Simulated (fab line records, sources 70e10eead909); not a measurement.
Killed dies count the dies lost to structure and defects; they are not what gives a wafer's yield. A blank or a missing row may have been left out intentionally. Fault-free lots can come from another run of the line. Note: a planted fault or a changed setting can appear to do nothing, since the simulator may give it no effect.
Chamber matching    flow nandHarc    3 sister chambers for NHARC_A_STAIRCASE_DEP_151 on pecvd-01
The step deposits SiO2, target thk 7200 nm. 22 wafers are shown with their chamber, then 11 later ones without.

## WAFERS, EACH WITH ITS CHAMBER
wafer   chamber  heaterPowerW (W)
L074.2  0        793
L074.3  1        790
L074.6  2        653
L077.4  1        617
L077.5  2        665
L077.6  0        641
L079.2  1        766
L079.5  2        672
L079.6  1        630
L079.1  0        817
L079.3  2        749
L079.4  0        660
L080.2  0        712
L080.4  2        670
L080.6  1        628
L082.1  2        717
L082.2  1        770
L082.5  1        640
L084.2  0        779
L084.4  1        672
L084.6  0        647
L088.3  0        788

SIGNATURES (averages over the wafers above)
reading       chamber 0  chamber 1  chamber 2  scatter within a chamber
heaterPowerW  729.62     689.12     687.67     65.7
Rule: for a wafer and a chamber, the distance is found by dividing, reading by reading, the gap between the wafer's reading and the chamber's mean by the reading's scatter, squaring, summing and taking the root. If the next closest chamber is less than 2 further off than the closest, the wafer can't be placed; otherwise it belongs to the closest. The scatter: take each reading less its chamber's mean, square it, sum over the shown wafers, divide by the number of wafers less the number of chambers, and take the root.

## WAFERS WHOSE CHAMBER IS MISSING
wafer   heaterPowerW (W)
L088.4  642
L088.6  677
L090.2  757
L090.3  734
L090.5  636
L092.4  640
L092.5  688
L092.6  628
L096.2  816
L096.3  778
L096.5  645

## CHAMBER TAKEN BY EACH
wafer   from the rows above           in truth
L088.4  can't be placed: 2 or 1 or 0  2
L088.6  can't be placed: 2 or 1 or 0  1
L090.2  can't be placed: 0 or 1 or 2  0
L090.3  can't be placed: 0 or 1 or 2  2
L090.5  can't be placed: 2 or 1 or 0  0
L092.4  can't be placed: 2 or 1 or 0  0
L092.5  can't be placed: 2 or 1 or 0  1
L092.6  can't be placed: 2 or 1 or 0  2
L096.2  can't be placed: 0 or 1 or 2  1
L096.3  can't be placed: 0 or 1 or 2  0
L096.5  can't be placed: 2 or 1 or 0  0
Correct placement for 0 of the 11. Unplaceable from these rows: 11, with the true chamber sitting among the candidates in 11. Wrongly placed: 0.
